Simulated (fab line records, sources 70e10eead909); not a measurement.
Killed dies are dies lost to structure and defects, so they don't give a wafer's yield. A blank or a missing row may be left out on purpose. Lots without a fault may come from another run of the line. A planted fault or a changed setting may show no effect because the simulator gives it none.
Which tool did it? | flow nand_harc | 24 lots, 72 wafers sampled, at 6 steps of a route of 1159

WHAT THE GAUGES READ, wafer by wafer
NHARC_A_CONTACT_OVL_MEAS_09. Usual: overlay_x_nm 0.0 nm, standard deviation 0.89; overlay_y_nm 0.1 nm, standard deviation 0.89.
lot  | measured     | on         | overlay_x_nm (nm) | overlay_y_nm (nm) | flag
L074 | day 16 23:03 | overlay-01 | -0.3 -0.1 -0.7    | 2.0 2.1 1.8       |
L075 | day 17 04:39 | overlay-02 | -0.9 -1.2 -0.9    | -0.1 0.6 0.3      |
L077 | day 17 08:46 | overlay-01 | -0.7 -0.7 -0.3    | 0.0 -0.1 -0.6     |
L076 | day 17 07:09 | overlay-01 | 0.5 -0.3 0.4      | 0.4 0.2 0.2       |
L078 | day 18 12:43 | overlay-01 | 1.4 1.5 1.5       | -1.2 -0.6 -1.0    |
L079 | day 18 16:21 | overlay-01 | 0.0 0.0 -0.1      | 0.9 0.7 1.3       |
L080 | day 18 23:02 | overlay-01 | 1.3 1.6 1.7       | 0.7 0.5 1.2       |
L082 | day 19 00:04 | overlay-02 | -0.2 -0.3 0.0     | 1.6 1.5 2.2       |
L081 | day 19 02:34 | overlay-01 | 0.5 0.4 0.6       | -0.6 -1.2 -1.3    |
L083 | day 19 17:51 | overlay-02 | 1.6 1.8 1.2       | 0.4 -0.2 0.0      |
L084 | day 19 21:20 | overlay-02 | -0.2 -0.1 0.2     | -0.8 -0.2 -0.4    |
L087 | day 20 01:48 | overlay-02 | -0.2 0.4 -0.2     | 0.6 0.2 -0.5      |
L085 | day 20 10:16 | overlay-02 | 0.5 0.4 0.4       | -1.2 -1.1 -1.4    |
L086 | day 20 12:59 | overlay-01 | -0.4 -0.4 -0.3    | -1.0 -0.6 0.0     |
L088 | day 20 16:56 | overlay-02 | 0.1 0.0 -0.2      | -1.1 -0.6 -0.5    |
L089 | day 20 14:01 | overlay-01 | -0.3 -0.5 0.1     | 0.3 0.5 0.3       |
L091 | day 20 22:56 | overlay-01 | -1.1 -1.1 -1.4    | -0.7 -0.2 -1.0    |
L090 | day 21 04:59 | overlay-02 | 0.8 1.2 1.0       | -0.4 -0.7 -0.5    |
L092 | day 21 17:32 | overlay-02 | 1.3 1.8 1.9       | 0.7 0.8 0.4       |
L094 | day 22 02:52 | overlay-01 | -0.5 -0.5 -1.2    | 0.2 0.4 0.0       |
L096 | day 22 08:10 | overlay-01 | -0.5 -0.8 -0.6    | 0.7 0.4 -0.3      |
L095 | day 22 09:32 | overlay-02 | -0.6 -1.3 -0.6    | 0.4 -0.1 0.3      |
L093 | day 22 11:08 | overlay-02 | 0.3 0.5 0.2       | 0.5 0.7 0.7       |
L097 | day 23 01:11 | overlay-01 | -1.8 -1.7 -2.3    | 1.2 1.1 2.0       |

WHICH TOOL RAN EACH LOT (tool, then ch and the chambers of the sampled wafers, then the start)
lot  | NHARC_A_CONTACT_ETCH_111             | NHARC_A_CONTACT_ETCH_115             | NHARC_A_CONTACT_ETCH_119             | NHARC_A_CONTACT_ETCH_125             | NHARC_A_CONTACT_ETCH_131
L074 | har_cap_etch-02 ch 0,1, day 16 07:20 | har_cap_etch-02 ch 0,1, day 16 07:49 | har_cap_etch-02 ch 0,1, day 16 08:10 | har_cap_etch-01 ch 0,1, day 16 16:22 | har_cap_etch-01 ch 0,1, day 16 17:13
L075 | har_cap_etch-01 ch 0,1, day 16 13:10 | har_cap_etch-01 ch 0,1, day 16 13:37 | har_cap_etch-01 ch 0,1, day 16 13:59 | har_cap_etch-03 ch 0,1, day 16 23:22 | har_cap_etch-03 ch 0,1, day 17 00:30
L077 | har_cap_etch-02 ch 0,1, day 16 17:40 | har_cap_etch-02 ch 0,1, day 16 18:07 | har_cap_etch-02 ch 0,1, day 16 18:29 | har_cap_etch-03 ch 0,1, day 17 03:49 | har_cap_etch-03 ch 0,1, day 17 04:40
L076 | har_cap_etch-03 ch 0,1, day 16 18:19 | har_cap_etch-03 ch 0,1, day 16 18:44 | har_cap_etch-03 ch 0,1, day 16 19:06 | har_cap_etch-02 ch 0,1, day 17 02:12 | har_cap_etch-02 ch 0,1, day 17 03:03
L078 | har_cap_etch-01 ch 0,1, day 17 19:37 | har_cap_etch-01 ch 0,1, day 17 20:10 | har_cap_etch-01 ch 0,1, day 17 20:39 | har_cap_etch-03 ch 0,1, day 18 05:04 | har_cap_etch-03 ch 0,1, day 18 05:56
L079 | har_cap_etch-02 ch 0,1, day 17 23:57 | har_cap_etch-02 ch 0,1, day 18 00:34 | har_cap_etch-02 ch 0,1, day 18 01:02 | har_cap_etch-02 ch 0,1, day 18 08:55 | har_cap_etch-02 ch 0,1, day 18 09:46
L080 | har_cap_etch-01 ch 0,1, day 18 07:14 | har_cap_etch-01 ch 0,1, day 18 07:42 | har_cap_etch-01 ch 0,1, day 18 08:04 | har_cap_etch-03 ch 0,1, day 18 17:16 | har_cap_etch-03 ch 0,1, day 18 18:07
L082 | har_cap_etch-03 ch 0,1, day 18 09:46 | har_cap_etch-03 ch 0,1, day 18 10:23 | har_cap_etch-03 ch 0,1, day 18 10:53 | har_cap_etch-02 ch 0, day 18 18:26   | har_cap_etch-02 ch 0, day 18 19:17
L081 | har_cap_etch-01 ch 0,1, day 18 12:52 | har_cap_etch-01 ch 0,1, day 18 13:19 | har_cap_etch-01 ch 0,1, day 18 13:41 | har_cap_etch-01 ch 0,1, day 18 19:53 | har_cap_etch-01 ch 0,1, day 18 20:44
L083 | har_cap_etch-01 ch 0,1, day 19 02:39 | har_cap_etch-01 ch 0,1, day 19 03:08 | har_cap_etch-01 ch 0,1, day 19 03:29 | har_cap_etch-01 ch 0, day 19 10:36   | har_cap_etch-01 ch 0, day 19 11:27
L084 | har_cap_etch-02 ch 0,1, day 19 08:43 | har_cap_etch-02 ch 0,1, day 19 09:10 | har_cap_etch-02 ch 0,1, day 19 09:31 | har_cap_etch-02 ch 0,1, day 19 15:57 | har_cap_etch-02 ch 0,1, day 19 16:49
L087 | har_cap_etch-03 ch 0,1, day 19 11:03 | har_cap_etch-03 ch 0,1, day 19 11:31 | har_cap_etch-03 ch 0,1, day 19 11:53 | har_cap_etch-02 ch 0,1, day 19 19:55 | har_cap_etch-02 ch 0,1, day 19 20:46
L085 | har_cap_etch-01 ch 0,1, day 19 18:07 | har_cap_etch-01 ch 0,1, day 19 18:35 | har_cap_etch-01 ch 0,1, day 19 18:56 | har_cap_etch-01 ch 0,1, day 20 02:08 | har_cap_etch-01 ch 0,1, day 20 02:59
L086 | har_cap_etch-01 ch 0,1, day 19 22:11 | har_cap_etch-01 ch 0,1, day 19 22:38 | har_cap_etch-01 ch 0,1, day 19 23:00 | har_cap_etch-03 ch 0,1, day 20 05:16 | har_cap_etch-03 ch 0,1, day 20 06:07
L088 | har_cap_etch-02 ch 0,1, day 20 00:10 | har_cap_etch-02 ch 0,1, day 20 00:38 | har_cap_etch-02 ch 0,1, day 20 01:00 | har_cap_etch-03 ch 0,1, day 20 11:15 | har_cap_etch-03 ch 0,1, day 20 12:06
L089 | har_cap_etch-03 ch 0,1, day 20 00:25 | har_cap_etch-03 ch 0,1, day 20 00:53 | har_cap_etch-03 ch 0,1, day 20 01:14 | har_cap_etch-01 ch 0,1, day 20 07:49 | har_cap_etch-01 ch 0,1, day 20 08:40
L091 | har_cap_etch-02 ch 0,1, day 20 10:38 | har_cap_etch-02 ch 0,1, day 20 11:03 | har_cap_etch-02 ch 0,1, day 20 11:25 | har_cap_etch-03 ch 0,1, day 20 17:50 | har_cap_etch-03 ch 0,1, day 20 18:41
L090 | har_cap_etch-02 ch 0,1, day 20 12:04 | har_cap_etch-02 ch 0,1, day 20 12:32 | har_cap_etch-02 ch 0,1, day 20 12:53 | har_cap_etch-02 ch 0,1, day 20 23:07 | har_cap_etch-02 ch 0,1, day 20 23:58
L092 | har_cap_etch-01 ch 0,1, day 21 02:56 | har_cap_etch-01 ch 0,1, day 21 03:34 | har_cap_etch-01 ch 0,1, day 21 04:02 | har_cap_etch-03 ch 0,1, day 21 12:13 | har_cap_etch-03 ch 0,1, day 21 13:04
L094 | har_cap_etch-01 ch 0,1, day 21 14:05 | har_cap_etch-01 ch 0,1, day 21 14:43 | har_cap_etch-01 ch 0,1, day 21 15:12 | har_cap_etch-02 ch 0,1, day 21 21:49 | har_cap_etch-02 ch 0,1, day 21 22:40
L096 | har_cap_etch-02 ch 0,1, day 21 18:10 | har_cap_etch-02 ch 0,1, day 21 18:38 | har_cap_etch-02 ch 0,1, day 21 18:59 | har_cap_etch-01 ch 0, day 22 01:35   | har_cap_etch-01 ch 0, day 22 02:26
L095 | har_cap_etch-01 ch 0,1, day 21 21:14 | har_cap_etch-01 ch 0,1, day 21 21:40 | har_cap_etch-01 ch 0,1, day 21 22:01 | har_cap_etch-02 ch 0,1, day 22 04:26 | har_cap_etch-02 ch 0,1, day 22 05:17
L093 | har_cap_etch-03 ch 0,1, day 21 22:11 | har_cap_etch-03 ch 0,1, day 21 22:38 | har_cap_etch-03 ch 0,1, day 21 23:00 | har_cap_etch-03 ch 0,1, day 22 06:01 | har_cap_etch-03 ch 0,1, day 22 06:52
L097 | har_cap_etch-02 ch 0,1, day 22 12:40 | har_cap_etch-02 ch 0,1, day 22 13:07 | har_cap_etch-02 ch 0,1, day 22 13:28 | har_cap_etch-02 ch 0,1, day 22 19:58 | har_cap_etch-02 ch 0,1, day 22 20:49
- NHARC_A_CONTACT_ETCH_111: etches the open film in C4F8/O2/Ar, time 140 s, target depth 700 nm.
- NHARC_A_CONTACT_ETCH_115: etches the open film in C4F8/O2/Ar, time 94 s, target depth 922 nm.
- NHARC_A_CONTACT_ETCH_119: etches the open film in C4F8/O2/Ar, time 94 s, target depth 922 nm.
- NHARC_A_CONTACT_ETCH_125: etches the open film in C4F8/O2/Ar, time 155 s, target depth 956 nm.
- NHARC_A_CONTACT_ETCH_131: etches the open film in C4F8/O2/Ar, time 155 s, target depth 956 nm.

WHAT THE TOOLS THEMSELVES READ (means of the sampled wafers that have a number; where no wafer has one, the mark that the record gives instead)
The record holds no such reading with a usual standard deviation.

THE ANSWER, worked out from the rows above alone
Rule: a lot is off if the mean of its wafers that have a number lies more than 3 standard deviations from the usual mean. A lot without any number at a reading at which 4 lots or more have one is off too. The other lots that the step has rows for count as sound. The gauges are gone through in route order, then the tools' own readings, and for those a lot's mean is taken as printed above. The first step at which some lot is off is used, and at that step the reading that is off furthest; a lot without a number counts as furthest.
No lot is off at any reading shown: from this, nothing can be told.

WHAT THE SIMULATOR HAD PUT IN
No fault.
